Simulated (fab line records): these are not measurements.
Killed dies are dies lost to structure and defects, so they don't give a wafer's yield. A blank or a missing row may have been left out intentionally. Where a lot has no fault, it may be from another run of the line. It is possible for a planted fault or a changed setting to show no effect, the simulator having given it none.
Chamber matching	flow n5_finfet	N5_BEOL_M9_CURE_72 on uv_cure-03: 3 sister chambers
The step cures SiCOH lowk, time 120 s. 16 wafers are shown with their chamber, then 8 later ones without.

WAFERS, EACH WITH ITS CHAMBER
wafer	chamber	wafer_temp_C_max	lamp_power_pct (%)
L074.2	1	373.0	52.34
L074.3	1	372.5	52.40
L074.4	1	372.3	52.26
L081.1	0	373.3	52.27
L081.2	0	373.6	52.27
L081.3	0	373.5	52.27
L088.1	2	371.9	52.35
L088.2	2	371.9	52.35
L088.5	2	372.2	52.26
L091.2	1	372.4	52.29
L091.3	1	373.3	52.42
L091.4	1	372.3	52.32
L092.1	0	372.2	52.22
L092.2	0	372.0	52.27
L092.5	0	372.7	52.27
L093.2	1	372.2	52.34

SIGNATURES, as means of the wafers listed above
reading	chamber 0	chamber 1	chamber 2	scatter within a chamber
wafer_temp_C_max	372.883	372.571	372.000	0.515
lamp_power_pct	52.2617	52.3386	52.3200	0.0454
Rule: a wafer's distance from a chamber is the root of the sum, over the readings, of the square of ((its reading less the chamber's mean) divided by the reading's scatter). If the next closest chamber is less than 2 further off than the closest, the wafer can't be placed; otherwise it belongs to the closest. How the scatter is found: for the shown wafers, subtract from each reading the mean of its chamber, square and add these, divide the total by (wafers less chambers), then take the root.

WAFERS WITH NO CHAMBER GIVEN
wafer	wafer_temp_C_max	lamp_power_pct (%)
L093.4	372.5	52.31
L093.6	372.5	52.38
L095.1	372.3	52.24
L095.3	372.1	52.25
L095.4	372.1	52.32
L097.1	372.0	52.28
L097.4	371.9	52.21
L097.5	372.0	52.36

CHAMBER TAKEN BY EACH
wafer	from the rows above	in truth
L093.4	can't be placed: 1 or 2 or 0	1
L093.6	can't be placed: 1 or 2 or 0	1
L095.1	can't be placed: 0 or 2 or 1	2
L095.3	can't be placed: 0 or 2 or 1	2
L095.4	can't be placed: 2 or 1 or 0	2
L097.1	can't be placed: 2 or 1 or 0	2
L097.4	can't be placed: 0 or 2 or 1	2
L097.5	can't be placed: 2 or 1 or 0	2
Correct placement for 0 of the 8. Can't be placed from these rows: 8 (the true chamber is among the candidates in 8). 0 placed wrongly.
